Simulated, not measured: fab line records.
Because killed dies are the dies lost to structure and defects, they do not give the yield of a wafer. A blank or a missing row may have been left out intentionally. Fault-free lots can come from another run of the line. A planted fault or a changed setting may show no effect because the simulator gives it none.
Chamber matching    flow nandHarc    pecvd-01 running NHARC_A_STAIRCASE_DEP_322: 3 sister chambers
The step deposits SiO2, target thk 3800 nm. 3 wafers are shown with their chamber, then 8 later ones without.

WAFERS PAIRED WITH THEIR CHAMBERS
wafer   chamber  heaterPowerW (W)
L741.4  2        651
L741.5  1        678
L749.1  0        766

WAFERS WHOSE CHAMBER IS MISSING
wafer   heaterPowerW (W)
L749.4  680
L749.5  625
L751.3  802
L751.4  614
L751.5  658
L755.3  710
L755.4  660
L755.6  631

CHAMBER TAKEN BY EACH
wafer    from the rows above            in truth
L749.4   can't be placed: 1 or 2        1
L749.5   can't be placed: 2 or 1        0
L751.3   0                              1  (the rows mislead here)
L751.4   can't be placed: 2 or 1        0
L751.5   can't be placed: 2 or 1        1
L755.3   can't be placed: 1 or 0 or 2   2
L755.4   can't be placed: 2 or 1        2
L755.6   can't be placed: 2 or 1        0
Correctly placed: 0 of 8. Can't be placed from these rows: 7 (the true chamber is among the candidates in 4). Placed wrongly: 1.
How it was worked out, from the rows above alone: a wafer's distance from a chamber is the root of the sum, over the readings, of the square of ((its reading less the chamber's mean) divided by the reading's scatter). The wafer belongs to the nearest chamber; if the next one is less than 2 further off, it can't be placed. A chamber's mean is the mean of its shown wafers. The scatter: with one shown wafer a chamber, the root of the mean of the squares of how far each hidden wafer lies from its nearest shown one.
